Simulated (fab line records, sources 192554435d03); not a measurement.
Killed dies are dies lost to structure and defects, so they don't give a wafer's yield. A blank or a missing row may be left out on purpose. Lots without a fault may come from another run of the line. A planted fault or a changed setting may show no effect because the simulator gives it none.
fab line records | flow n5_finfet
record lots=5 wafers=15 last_day=20
route steps=1938 shown BEOL_M4@1099 BEOL_M5@1112
lots that met no fault: from a run of the same line without faults
start_h: hours from the record's first day to the start of the lot's first wafer shown | wait_h: hours since the lot's step before | " the same as in the row above | L1.1+2: a row that stands for several wafers | - no value, or no start given | * or withheld: withheld | < > ~ a bound
route shown NAME@n: a module of which the file shows steps, and the number in the route of the first | usual: mean/standard deviation of fault-free wafers | same: alike in all rows | chamber/n: place in a boat | sites: the reading at each site | _std_site: their standard deviation | _edge_site: outer sites' mean less inner sites' | radius_mm: how far each site lies from the wafer's centre | mask NAME#n: copy n | behind: the tool/chamber that last shaped the wafer | hold: why the lot was held/for how many hours/how that ended | device: the transistor (n, p or np) that didn't switch | end of line: the same wafers' tests at the end of the route | a step without rows: its recipe alone | killed: dies lost to structure and defects at the first sort, not the wafer's yield | map: a wafer's dies, x killed, . not, _ none there
set.NAME: the setting as run; set.NAME@STEP: as run at that earlier step | model.NAME: the simulator's own value behind a step, which no gauge read
lots at some steps of the route; a table a step, a row a wafer
services: from which hour (start_h, from the record's first day; less than 0 if before it) a tool's chamber was out of use, for how many hours, and why
## steps
# step N5_BEOL_M4_ANNEAL_95
# recipe temp_c=400 time_s=240 ambient=vacuum
# usual heater_power_w=885/87
# columns lot.wafer tool chamber start_h wait_h heater_power_w
L076.3 pvd_sputter-01 - 241.01 0.0 1009
L076.5 " - " " 873
L076.6 " - " " 887
L079.1 pvd_sputter-01 - 249.86 0.0 862
L079.2 " - " " 1014
L079.4 " - " " 922
L096.4 pvd_sputter-02 - 356.62 0.0 932
L096.5 " - " " 819
L096.6 " - " " 920
L094.2 pvd_sputter-01 - 363.28 0.0 1028
L094.3 " - " " 875
L094.6 " - " " 1018
L097.1 pvd_sputter-02 - 366.16 0.0 810
L097.2 " - " " 1011
L097.3 " - " " 892
# step N5_BEOL_M4_SPUTTER_96
# recipe material=Cu target_thk_a=45 temp_c=-20 chamber_pressure_pa=0.07 power_w=withheld time_s=8.29
# usual throttle_valve_pct=29.7/1.1
# columns lot.wafer tool chamber start_h wait_h throttle_valve_pct
L076.3 pvd_sputter-01 - 241.15 0.1 31.2
L076.5 " - " " 28.4
L076.6 " - " " 29.9
L079.1 pvd_sputter-01 - 250.00 0.1 28.9
L079.2 " - " " 31.3
L079.4 " - " " 29.8
L096.4 pvd_sputter-02 - 356.76 0.1 30.2
L096.5 " - " " 31.1
L096.6 " - " " 30.2
L094.2 pvd_sputter-01 - 363.42 0.1 31.0
L094.3 " - " " 28.8
L094.6 " - " " 31.0
L097.1 pvd_sputter-02 - 366.30 0.1 31.6
L097.2 " - " " 29.9
L097.3 " - " " 28.6
# step N5_BEOL_M4_ECD_50
# recipe material=Cu target_thk_a=3000
# columns lot.wafer tool chamber start_h wait_h
L076.3+5+6 ecd_cu-01 1,0,1 241.28 0.1
L079.1+2+4 ecd_cu-02 0,1,0 250.11 0.1
L096.4+5+6 ecd_cu-02 0,1,0 356.89 0.1
L094.2+3+6 ecd_cu-01 1,0,0 363.55 0.1
L097.1+2+3 ecd_cu-02 0,1,1 366.42 0.1
# step N5_BEOL_M4_ANNEAL_51
# recipe temp_c=225 time_s=90 ambient=N2
# usual wafer_temp_C_max=225.76/0.27
# columns lot.wafer tool chamber start_h wait_h wafer_temp_C_max
L076.3 rtp_anneal-02 0 241.43 0.1 225.75
L076.5 " 0 " " 226.15
L076.6 " 0 " " 225.93
L079.1 rtp_anneal-02 0 250.19 0.1 225.81
L079.2 " 0 " " 225.78
L079.4 " 0 " " 225.64
L096.4 rtp_anneal-01 0 357.09 0.2 225.34
L096.5 " 0 " " 225.68
L096.6 " 0 " " 225.66
L094.2 rtp_anneal-02 0 363.68 0.1 225.79
L094.3 " 0 " " 225.68
L094.6 " 0 " " 225.43
L097.1 rtp_anneal-02 0 366.50 0.1 226.07
L097.2 " 0 " " 225.97
L097.3 " 0 " " 226.11
# step N5_BEOL_M4_CMP_52
# recipe stop_on=SiOC t_overpolish_s=6.8 down_force_psi=1 platen_rpm=50 clearing_platen_down_force_psi=1.5 clearing_platen_rpm=50 post_cmp_clean=cu_alkaline target_thk_nm=40 clearing_platen_pad_velocity_m_s=0.99484 pad_velocity_m_s=0.99484
# usual barrier_field_endpoint_s=24.5/0.51 motor_current_A=6.0/0.38 overpolish_run_s=6.800/0.0087 time_to_endpoint_s=62.6/2.6
# columns lot.wafer tool chamber start_h wait_h barrier_field_endpoint_s motor_current_A overpolish_run_s time_to_endpoint_s
L076.3 cmp-01 3 241.64 0.2 24.0 5.4 6.791 65.3
L076.6 " 3 " " 24.1 5.5 6.803 63.7
L076.5 " 0 " " 24.3 5.7 6.812 61.5
L079.1 cmp-02 2 250.53 0.3 24.6 6.0 6.797 63.6
L079.2 " 3 " " 24.6 5.8 6.805 63.2
L079.4 " 0 " " 25.0 5.7 6.809 63.5
L096.4 cmp-01 3 357.38 0.2 25.4 5.6 6.787 62.6
L096.6 " 0 " " 25.3 5.8 6.791 60.7
L096.5 " 1 " " 24.9 6.6 6.804 58.2
L094.2 cmp-01 0 363.93 0.2 24.3 5.9 6.785 63.3
L094.3 " 1 " " 24.1 6.3 6.791 60.2
L094.6 " 1 " " 24.1 6.6 6.799 62.7
L097.2 cmp-01 2 366.80 0.2 24.1 6.9 6.792 62.0
L097.3 " 3 " " 24.4 5.2 6.799 59.9
L097.1 " 0 " " 24.9 6.0 6.801 63.5
# step N5_BEOL_M4_THK_MEAS_53
# recipe thk_meas_gauge=xrf reads=Cu_of_BEOL_M4_ECD_50
# usual M4_THK=40.1/1.1
# columns lot.wafer tool chamber start_h wait_h M4_THK[nm]
L076.3 film_metro-02 - 241.94 - 41.5
L076.5 " - " " 42.1
L076.6 " - " " 41.8
L079.1 film_metro-02 - 250.78 - 42.1
L079.2 " - " " 40.8
L079.4 " - " " 39.0
L096.4 film_metro-02 - 357.56 - 39.5
L096.5 " - " " 38.8
L096.6 " - " " 37.9
L094.2 film_metro-01 - 364.22 - 40.2
L094.3 " - " " 38.6
L094.6 " - " " 37.9
L097.1 film_metro-01 - 367.09 - 38.9
L097.2 " - " " 39.8
L097.3 " - " " 40.0
# step N5_BEOL_M4_PRE_CLEAN_60
# recipe gas=NH3/H2 time_s=15 temp_c=* rf_power_w=300
# usual heater_power_w=84/17
# columns lot.wafer tool chamber start_h wait_h heater_power_w
L076.3 cvd_co-01 1 241.97 0.0 88
L076.5 " 0 " " 75
L076.6 " 2 " " 83
L079.1 cvd_co-01 2 250.82 0.0 86
L079.2 " 1 " " 91
L079.4 " 1 " " 91
L096.4 cvd_co-02 1 357.62 0.1 107
L096.5 " 2 " " 62
L096.6 " 0 " " 82
L094.2 cvd_co-01 2 364.26 0.0 85
L094.3 " 0 " " 74
L094.6 " 0 " " 74
L097.1 cvd_co-02 2 367.13 0.0 62
L097.2 " 1 " " 110
L097.3 " 0 " " 84
# step N5_BEOL_M4_CO_CAP_55
# recipe material=Co target_thk_a=20 temp_c=200 precursor=CCTBA/H2 pressure_torr=30 time_s=102.1
# usual heater_power_w=236/21
# columns lot.wafer tool chamber start_h wait_h heater_power_w
L076.3 cvd_co-01 1 242.01 0.0 240
L076.5 " 0 " " 228
L076.6 " 2 " " 233
L079.1 cvd_co-01 2 250.86 0.0 233
L079.2 " 1 " " 242
L079.4 " 1 " " 245
L096.4 cvd_co-02 1 357.67 0.0 264
L096.5 " 2 " " 211
L096.6 " 0 " " 226
L094.2 cvd_co-01 2 364.30 0.0 235
L094.3 " 0 " " 227
L094.6 " 0 " " 224
L097.1 cvd_co-02 2 367.17 0.0 205
L097.2 " 1 " " 268
L097.3 " 0 " " 236
# step N5_BEOL_M4_PRE_CLEAN_56
# recipe gas=NH3 time_s=15 temp_c=withheld rf_power_w=300
# columns lot.wafer tool chamber start_h wait_h
L076.3+5+6 pecvd-04 2,0,1 242.10 0.1
L079.1+2+4 pecvd-01 2,0,1 250.95 0.1
L096.4+5+6 pecvd-01 0,2,1 357.74 0.0
L094.2+3+6 pecvd-01 1,2,0 364.39 0.1
L097.1+2+3 pecvd-04 1,2,0 367.26 0.1
# step N5_BEOL_M4_DEP_57
# recipe material=SiCN target_thk_a=80 temp_c=withheld precursor=3MS/NH3 pressure_torr=3 rf_w=202 time_s=14
# usual showerhead_plenum_p_Torr=3.657/0.018 throttle_valve_pct=9.2/0.47
# columns lot.wafer tool chamber start_h wait_h showerhead_plenum_p_Torr throttle_valve_pct
L076.3 pecvd-04 2 242.13 0.0 3.681 8.4
L076.5 " 0 " " 3.700 9.3
L076.6 " 1 " " 3.665 10.0
L079.1 pecvd-01 2 250.98 0.0 3.649 9.3
L079.2 " 0 " " 3.656 9.7
L079.4 " 1 " " 3.646 8.8
L096.4 pecvd-01 0 357.77 0.0 3.649 9.3
L096.5 " 2 " " 3.646 9.3
L096.6 " 1 " " 3.648 8.7
L094.2 pecvd-01 1 364.42 0.0 3.630 8.8
L094.3 " 2 " " 3.652 9.2
L094.6 " 0 " " 3.660 9.5
L097.1 pecvd-04 1 367.29 0.0 3.672 10.3
L097.2 " 2 " " 3.676 9.0
L097.3 " 0 " " 3.701 9.2
# step N5_BEOL_M4_RS_MEAS_58
# recipe thk_meas_gauge=four-point-probe reads=Co_of_BEOL_M4_CO_CAP_55+Cu_of_BEOL_M4_ECD_50+Co_of_BEOL_M4_CVD_47+TaN_of_BEOL_M4_ALD_84
# usual M4_RS=0.674/0.024
# columns lot.wafer tool chamber start_h wait_h M4_RS[ohm/sq]
L076.3 film_metro-02 - 242.20 0.1 0.659
L076.5 " - " " 0.643
L076.6 " - " " 0.646
L079.1 film_metro-02 - 251.05 0.0 0.633
L079.2 " - " " 0.665
L079.4 " - " " 0.711
L096.4 film_metro-02 - 357.82 0.0 0.670
L096.5 " - " " 0.689
L096.6 " - " " 0.712
L094.2 film_metro-01 - 364.49 0.1 0.668
L094.3 " - " " 0.707
L094.6 " - " " 0.723
L097.1 film_metro-01 - 367.35 0.0 0.690
L097.2 " - " " 0.672
L097.3 " - " " 0.668
# step N5_BEOL_M4_INSPECT_59
# recipe inspect_instrument=darkfield mode=post_dep
# usual raw_defect_count=71/22
# columns lot.wafer tool chamber start_h wait_h raw_defect_count
L076.3 defect_inspect-01 - 242.22 0.0 88
L076.5 " - " " 79
L076.6 " - " " 52
L079.1 defect_inspect-01 - 251.07 0.0 103
L079.2 " - " " 97
L079.4 " - " " 69
L096.4 defect_inspect-01 - 357.85 0.0 65
L096.5 " - " " 108
L096.6 " - " " 92
L094.2 defect_inspect-02 - 364.51 0.0 69
L094.3 " - " " 34
L094.6 " - " " 49
L097.1 defect_inspect-01 - 367.38 0.0 74
L097.2 " - " " 69
L097.3 " - " " 149
# step N5_BEOL_M4_RC_MEAS_101
# usual DIBL_N=36.5/1.2 DIBL_P=36.5/1.6 IOFF_N=0.162/0.023 IOFF_P=0.221/0.03 ION_N=678/8 ION_P=466/6.3 SS_N=71.6/0.46 SS_P=73.3/0.57 VT_N=249.2/2.6 VT_P=-249/3.3
# columns lot.wafer tool chamber start_h wait_h DIBL_N[mV/V] DIBL_P[mV/V] IOFF_N[nA/um] IOFF_P[nA/um] ION_N[uA/um] ION_P[uA/um] SS_N[mV/dec] SS_P[mV/dec] VT_N[mV] VT_P[mV]
L076.3 prober-02 0 242.90 0.7 34.9 34.3 0.117 0.179 663 461 70.9 73.0 256.9 -254
L076.5 " 0 " " 36.3 36.4 0.145 0.200 669 463 71.2 73.1 251.3 -253
L076.6 " 0 " " 36.0 36.1 0.139 0.198 678 465 71.0 73.7 251.1 -252
L079.1 prober-02 0 251.10 0.0 37.5 38.4 0.179 0.268 684 474 71.4 73.6 247.0 -245
L079.2 " 0 " " 36.0 37.3 0.151 0.246 678 475 71.7 73.4 249.6 -247
L079.4 " 0 " " 34.8 36.4 0.146 0.226 674 478 71.9 73.6 246.5 -246
L096.4 prober-02 0 358.34 0.5 36.3 35.3 0.180 0.254 690 472 71.7 74.0 247.8 -244
L096.5 " 0 " " 33.5 32.8 0.139 0.205 685 474 71.1 72.4 250.6 -247
L096.6 " 0 " " 36.1 35.2 0.184 0.261 698 475 71.4 72.7 244.3 -243
L094.2 prober-01 0 364.69 0.2 38.4 36.8 0.175 0.215 679 463 72.2 73.7 247.2 -250
L094.3 " 0 " " 36.3 34.5 0.132 0.182 666 456 71.5 73.0 251.7 -253
L094.6 " 0 " " 36.9 35.7 0.151 0.199 680 465 71.8 73.7 248.9 -250
L097.1 prober-02 0 367.40 0.0 38.7 37.2 0.188 0.232 680 459 71.8 73.9 247.1 -250
L097.2 " 0 " " 39.2 38.0 0.191 0.254 684 467 71.3 74.5 246.4 -248
L097.3 " 0 " " 39.6 38.2 0.197 0.256 686 471 71.9 74.1 247.0 -246
# step N5_BEOL_M5_ILD_DEP_00
# recipe material=SiCOH_lowk target_thk_a=1406.4 temp_c=300 precursor=DEMS/porogen pressure_torr=5 rf_w=500 time_s=25.9
# usual heater_power_w=303/53 showerhead_plenum_p_Torr=5.742/0.025 throttle_valve_pct=14.0/0.7
# columns lot.wafer tool chamber start_h wait_h heater_power_w showerhead_plenum_p_Torr throttle_valve_pct
L076.3 pecvd-01 0 243.55 0.5 307 5.750 14.8
L076.5 " 2 " " 424 5.718 13.7
L076.6 " 0 " " 307 5.746 14.3
L079.1 pecvd-04 2 252.06 0.8 310 5.747 13.1
L079.2 " 1 " " 304 5.761 15.4
L079.4 " 2 " " 316 5.755 13.3
L096.4 pecvd-01 0 358.86 0.4 294 5.746 14.5
L096.5 " 1 " " 242 5.717 13.6
L096.6 " 2 " " 393 5.734 14.4
L094.2 pecvd-01 2 365.50 0.7 415 5.717 14.0
L094.3 " 0 " " 323 5.727 14.6
L094.6 " 1 " " 256 5.711 13.6
L097.1 pecvd-04 1 368.37 0.8 310 5.746 15.4
L097.2 " 0 " " 264 5.777 14.2
L097.3 " 2 " " 323 5.758 13.3
# step N5_BEOL_M5_CURE_79
# recipe temp_c=385 time_s=240 ambient=He/Ar material=SiCOH_lowk
# usual lamp_power_pct=52.31/0.056 wafer_temp_C_max=386.6/0.47
# columns lot.wafer tool chamber start_h wait_h lamp_power_pct wafer_temp_C_max
L076.3 uv_cure-03 2 243.77 0.2 52.43 386.8
L076.5 " 2 " " 52.26 387.4
L076.6 " 2 " " 52.30 386.7
L079.1 uv_cure-03 0 252.12 0.0 52.37 385.9
L079.2 " 0 " " 52.35 385.6
L079.4 " 0 " " 52.33 385.5
L096.4 uv_cure-01 1 359.14 0.3 52.30 386.3
L096.5 " 1 " " 52.23 386.2
L096.6 " 1 " " 52.24 386.1
L094.2 uv_cure-02 1 365.64 0.1 52.35 386.8
L094.3 " 1 " " 52.38 387.3
L094.6 " 1 " " 52.42 386.4
L097.1 uv_cure-02 2 368.43 0.0 52.38 387.4
L097.2 " 2 " " 52.38 387.1
L097.3 " 2 " " 52.28 387.2
# step N5_BEOL_M5_THK_MEAS_01
# recipe reads=SiCOH_lowk_of_BEOL_M5_ILD_DEP_00
# usual M5_ILD_THK=120.9/1.5
# columns lot.wafer tool chamber start_h wait_h M5_ILD_THK[nm]
L076.3 film_metro-01 - 244.12 0.3 119.9
L076.5 " - " " 123.3
L076.6 " - " " 122.6
L079.1 film_metro-01 - 252.63 0.4 120.0
L079.2 " - " " 120.8
L079.4 " - " " 120.9
L096.4 film_metro-02 - 359.42 0.2 123.7
L096.5 " - " " 122.2
L096.6 " - " " 123.7
L094.2 film_metro-02 - 366.07 0.4 122.1
L094.3 " - " " 120.1
L094.6 " - " " 122.8
L097.1 film_metro-01 - 368.94 0.4 120.5
L097.2 " - " " 119.2
L097.3 " - " " 120.4
# step N5_BEOL_M5_PECVD_70
# recipe material=SiO2 target_thk_a=160 temp_c=400 precursor=TEOS/O2 pressure_torr=5.5 rf_w=450 teos_flow_sccm=53.8 gas=O2 flow_sccm=3000 time_s=18
# usual heater_power_w=689/95 showerhead_plenum_p_Torr=8.80/0.1 throttle_valve_pct=22.3/1
# columns lot.wafer tool chamber start_h wait_h heater_power_w showerhead_plenum_p_Torr throttle_valve_pct
L076.3 pecvd-01 0 244.16 0.0 728 8.77 23.4
L076.5 " 0 " " 749 8.74 23.4
L076.6 " 2 " " 853 8.70 22.3
L079.1 pecvd-01 1 252.67 0.0 622 8.67 21.8
L079.2 " 2 " " 867 8.72 22.3
L079.4 " 2 " " 871 8.71 22.4
L096.4 pecvd-04 1 359.47 0.1 789 8.83 24.6
L096.5 " 2 " " 780 8.85 21.7
L096.6 " 0 " " 574 8.98 22.6
L094.2 pecvd-01 1 366.11 0.0 628 8.65 21.8
L094.3 " 2 " " 830 8.72 22.8
L094.6 " 2 " " 854 8.72 22.6
L097.1 pecvd-02 2 368.98 0.0 716 8.73 21.1
L097.2 " 0 " " 537 8.93 22.2
L097.3 " 1 " " 652 8.75 22.2
# step N5_BEOL_M5_HM_DEP_02
# recipe material=TiN target_thk_a=200 temp_c=25 chamber_pressure_pa=0.49996
# usual throttle_valve_pct=29.6/1
# columns lot.wafer tool chamber start_h wait_h throttle_valve_pct
L076.3 pvd_sputter-03 - 244.77 0.6 29.0
L076.5 " - " " 28.8
L076.6 " - " " 28.2
L079.1 pvd_sputter-02 - 253.04 0.4 30.1
L079.2 " - " " 29.7
L079.4 " - " " 31.3
L096.4 pvd_sputter-01 - 360.89 1.4 30.0
L096.5 " - " " 29.8
L096.6 " - " " 28.2
L094.2 pvd_sputter-02 - 368.44 2.3 29.7
L094.3 " - " " 30.2
L094.6 " - " " 28.6
L097.1 pvd_sputter-02 - 369.40 0.4 30.1
L097.2 " - " " 31.4
L097.3 " - " " 29.0
# step N5_BEOL_M5_COAT_59
# recipe resist=SOC temp_c=250 time_s=60 spin_rpm=1500 resist_thk_nm=60
# columns lot.wafer tool chamber start_h wait_h
L076.3+5+6 litho_track-02 0 244.90 0.1
L079.1+2+4 litho_track-03 0 253.17 0.1
L096.4+5+6 litho_track-01 0 361.02 0.1
L094.2+3+6 litho_track-01 0 368.57 0.1
L097.1+2+3 litho_track-02 0 369.53 0.1
# step N5_BEOL_M5_COAT_60
# recipe resist=SiARC temp_c=220 time_s=60 spin_rpm=1500 resist_thk_nm=12
# columns lot.wafer tool chamber start_h wait_h
L076.3+5+6 litho_track-02 0 - -
L079.1+2+4 litho_track-03 0 - -
L096.4+5+6 litho_track-01 0 - -
L094.2+3+6 litho_track-01 0 - -
L097.1+2+3 litho_track-02 0 - -
# step N5_BEOL_M5_COAT_71
# recipe resist=underlayer temp_c=205 time_s=60 spin_rpm=1500 resist_thk_nm=5
# columns lot.wafer tool chamber start_h wait_h
L076.3+5+6 litho_track-02 0 - -
L079.1+2+4 litho_track-03 0 - -
L096.4+5+6 litho_track-01 0 - -
L094.2+3+6 litho_track-01 0 - -
L097.1+2+3 litho_track-02 0 - -
# step N5_BEOL_M5_COAT_05
# recipe resist=CAR-EUV spin_rpm=1500 resist_thk_nm=30
# columns lot.wafer tool chamber start_h wait_h
L076.3+5+6 litho_track-02 0 - -
L079.1+2+4 litho_track-03 0 - -
L096.4+5+6 litho_track-01 0 - -
L094.2+3+6 litho_track-01 0 - -
L097.1+2+3 litho_track-02 0 - -
# step N5_BEOL_M5_EBR_07
# recipe solvent=PGMEA ebr_width_mm=1.5
# columns lot.wafer tool chamber start_h wait_h
L076.3+5+6 litho_track-02 0 - -
L079.1+2+4 litho_track-03 0 - -
L096.4+5+6 litho_track-01 0 - -
L094.2+3+6 litho_track-01 0 - -
L097.1+2+3 litho_track-02 0 - -
# step N5_BEOL_M5_SOFTBAKE_06
# recipe temp_c=110 time_s=60 resist=CAR-EUV
# columns lot.wafer tool chamber start_h wait_h
L076.3+5+6 litho_track-02 0 - -
L079.1+2+4 litho_track-03 0 - -
L096.4+5+6 litho_track-01 0 - -
L094.2+3+6 litho_track-01 0 - -
L097.1+2+3 litho_track-02 0 - -
# step N5_BEOL_M5_EXPOSE_08
# recipe mask_id=M5 na=0.33 source_shape=annular sigma_inner=0.4 sigma_outer=0.8 polarization=unpolarized target_cd_nm=28 dose_mj=35.75
# usual stage_msd_nm=0.796/0.0061
# columns lot.wafer tool chamber start_h wait_h mask stage_msd_nm
L076.3 euv_scanner-02 0 245.05 - M5#0 0.795
L076.5 " 0 " " M5#0 0.797
L076.6 " 0 " " M5#0 0.799
L079.1 euv_scanner-02 0 253.31 - M5#0 0.793
L079.2 " 0 " " M5#0 0.798
L079.4 " 0 " " M5#0 0.795
L096.4 euv_scanner-02 0 361.17 - M5#0 0.797
L096.5 " 0 " " M5#0 0.794
L096.6 " 0 " " M5#0 0.796
L094.2 euv_scanner-02 0 368.72 - M5#0 0.792
L094.3 " 0 " " M5#0 0.794
L094.6 " 0 " " M5#0 0.799
L097.1 euv_scanner-02 0 369.67 - M5#0 0.794
L097.2 " 0 " " M5#0 0.793
L097.3 " 0 " " M5#0 0.799
# step N5_BEOL_M5_PEB_09
# recipe peb_temp_c=100 peb_time_s=60 resist=CAR-EUV
# columns lot.wafer tool chamber start_h wait_h
L076.3+5+6 litho_track-02 0 245.10 0.0
L079.1+2+4 litho_track-02 0 253.37 0.1
L096.4+5+6 litho_track-01 0 361.22 0.0
L094.2+3+6 litho_track-01 0 368.77 0.0
L097.1+2+3 litho_track-01 0 369.73 0.1
# step N5_BEOL_M5_DEVELOP_10
# recipe develop_time_s=30 developer=TMAH resist=CAR-EUV rinse_liquid=surfactant_rinse dry=air_spin dev_temp_c=23
# columns lot.wafer tool chamber start_h wait_h
L076.3+5+6 litho_track-02 0 - -
L079.1+2+4 litho_track-02 0 - -
L096.4+5+6 litho_track-01 0 - -
L094.2+3+6 litho_track-01 0 - -
L097.1+2+3 litho_track-01 0 - -
# step N5_BEOL_M5_CD_MEAS_11
# recipe target_cd_nm=27.74 landing_energy_ev=500 detector=se_inlens
# usual cd_nm=28.08/0.25
# same landing_energy_ev=500
# columns lot.wafer tool chamber start_h wait_h cd_nm
L076.3 cd_sem-03 0 245.17 - 27.86
L076.5 " 0 " " 28.14
L076.6 " 0 " " 27.87
L079.1 cd_sem-02 0 253.44 - 27.92
L079.2 " 0 " " 28.34
L079.4 " 0 " " 28.11
L096.4 cd_sem-03 0 361.28 - 28.02
L096.5 " 0 " " 28.29
L096.6 " 0 " " 28.52
L094.2 cd_sem-01 0 368.84 - 28.47
L094.3 " 0 " " 28.31
L094.6 " 0 " " 28.16
L097.1 cd_sem-01 0 369.80 - 28.39
L097.2 " 0 " " 27.76
L097.3 " 0 " " 28.12
# step N5_BEOL_M5_OVL_MEAS_12
# recipe points_per_wafer=522
# usual M5_OVL=-0.4/0.77
# columns lot.wafer tool chamber start_h wait_h M5_OVL[nm]
L076.3 overlay-01 0 245.21 0.0 -0.7
L076.5 " 0 " " -0.5
L076.6 " 0 " " 0.5
L079.1 overlay-01 0 253.47 0.0 -1.2
L079.2 " 0 " " 0.5
L079.4 " 0 " " 0.2
L096.4 overlay-02 0 361.33 0.0 -0.2
L096.5 " 0 " " -0.4
L096.6 " 0 " " 0.1
L094.2 overlay-02 0 368.87 0.0 -0.8
L094.3 " 0 " " -0.3
L094.6 " 0 " " -0.4
L097.1 overlay-01 0 369.83 0.0 0.1
L097.2 " 0 " " -1.5
L097.3 " 0 " " -0.1
## services
# columns tool chamber start_h hours kind
euv_scanner-02 - 219.95 1.0 pm
pecvd-02 - 223.04 0.3 repair
cvd_co-02 2 223.43 4.4 repair
euv_scanner-02 - 227.47 2.0 repair
cmp-01 - 232.38 5.4 pm
cmp-01 - 243.19 4.5 pm
ecd_cu-02 - 246.82 0.5 repair
euv_scanner-02 - 262.06 1.0 pm
euv_scanner-02 - 264.95 0.5 repair
cmp-01 - 265.06 4.0 pm
cvd_co-01 - 266.85 28.1 pm
cmp-01 - 274.58 4.7 repair
uv_cure-03 - 280.04 12.5 repair
pecvd-04 - 310.65 2.8 pm
euv_scanner-02 - 318.21 1.0 pm
euv_scanner-02 - 319.60 0.5 repair
ecd_cu-02 - 324.77 1.0 repair
cvd_co-02 - 340.26 0.7 repair
uv_cure-02 - 348.48 2.1 pm
uv_cure-03 - 350.66 1.1 repair
euv_scanner-02 - 353.35 4.6 pm
uv_cure-02 - 354.24 0.6 repair
ecd_cu-02 - 358.49 7.2 pm
euv_scanner-02 - 362.49 0.2 repair
## key
fault none
